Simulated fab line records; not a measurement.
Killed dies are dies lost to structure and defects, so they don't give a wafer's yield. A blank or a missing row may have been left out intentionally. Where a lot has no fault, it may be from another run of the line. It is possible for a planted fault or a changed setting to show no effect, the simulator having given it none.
Split-lot study ; flow n5_finfet ; route with 1938 steps; 7 lots, 21 wafers read

## SPLIT DETAILS
At N5_BEOL_M0_ETCH_138 (etches SiCN in CH3F/O2, target depth 12 nm, time 31.6 s), the setting source_w was moved away from the recipe's 395 W on 6 of the 21 wafers read, by -14.3% to +13.5%. This setting was run at the recipe's value on the other wafers.

The reading comes from the split's own step.

## THE READING
rf_vpp_V, in V, at N5_BEOL_M0_ETCH_138 (etches SiCN in CH3F/O2, target depth 12 nm, time 31.6 s). On this fab line, fault-free wafers typically give 297.3 V with a standard deviation of 1.6 V.

wafer;tool, chamber at the split;source_w as run, W;against the recipe;rf_vpp_V, V;against lot-mates on the recipe
L081.1;rie_diel-03, 0;447.3;+13.2%;286.9;-11.2
L081.3;rie_diel-03, 1;447.3;+13.2%;288.1;-10.0
L081.6;rie_diel-03, 2;395;recipe;298.1;-
L084.4;rie_diel-04, 1;395;recipe;295.9;-
L084.5;rie_diel-04, 3;395;recipe;298.7;-
L084.6;rie_diel-04, 2;395;recipe;295.8;-
L087.1;rie_diel-03, 3;395;recipe;300.9;-
L087.4;rie_diel-03, 2;338.6;-14.3%;312.2;+12.4
L087.5;rie_diel-03, 1;395;recipe;298.7;-
L088.2;rie_diel-02, 3;395;recipe;297.8;-
L088.5;rie_diel-02, 0;395;recipe;293.1;-
L088.6;rie_diel-02, 1;395;recipe;297.8;-
L089.3;rie_diel-02, 3;395;recipe;295.0;-
L089.5;rie_diel-02, 1;395;recipe;298.8;-
L089.6;rie_diel-02, 0;395;recipe;294.9;-
L095.1;rie_diel-04, 3;395;recipe;295.3;-
L095.3;rie_diel-04, 0;441.8;+11.8%;287.3;-9.7
L095.6;rie_diel-04, 3;395;recipe;298.6;-
L097.1;rie_diel-03, 2;395;recipe;299.0;-
L097.5;rie_diel-03, 0;448.2;+13.5%;285.3;-13.7
L097.6;rie_diel-03, 1;448.2;+13.5%;285.8;-13.2

FIT RESULTS
A straight line over all 21 wafers: rf_vpp_V changes by -0.869 V for each +1% of source_w; r = -0.95; the points scatter about the line by 2 V.
The same after taking each lot's own level away (the mean of its wafers on the recipe; 21 wafers): -0.883 V for each +1%; r = -0.97; scatter 1.6 V.
According to that fit, moving source_w by its largest amount changes the reading by 13 V.
Across the lots, their own levels run from 296.23 to 299.80 V, a range of 2.2 times the standard deviation given above.
The two slopes agree, so the slope changes little with the lot-to-lot level.
Check: with one of the wafers moved furthest among these (-14.3%) left out of the fit, the line predicts +12.7 V for it against its lot-mates. It came out at +12.4 V against them.
Tool readings at the split's step, against how far the setting was moved: rf_vpp_V r = -0.95.

## THESE WAFERS: OTHER SPLITS
Other splits were also applied to these wafers ahead of the reading. Each is held against what the fit with the lots' levels taken away leaves over:
other split on the same wafers;wafers away from the commonest value;r with rf_vpp_V (lot level and that fit taken away)
N5_BEOL_M0_SAQP_EXPOSE_37 dose_mj;6;+0.42
N5_BEOL_M0_CUTY_EXPOSE_54 dose_mj;9;-0.35

## FILE'S OWN FIT
rf_vpp_V changes by -0.873 V for each +1% of source_w, r = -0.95.
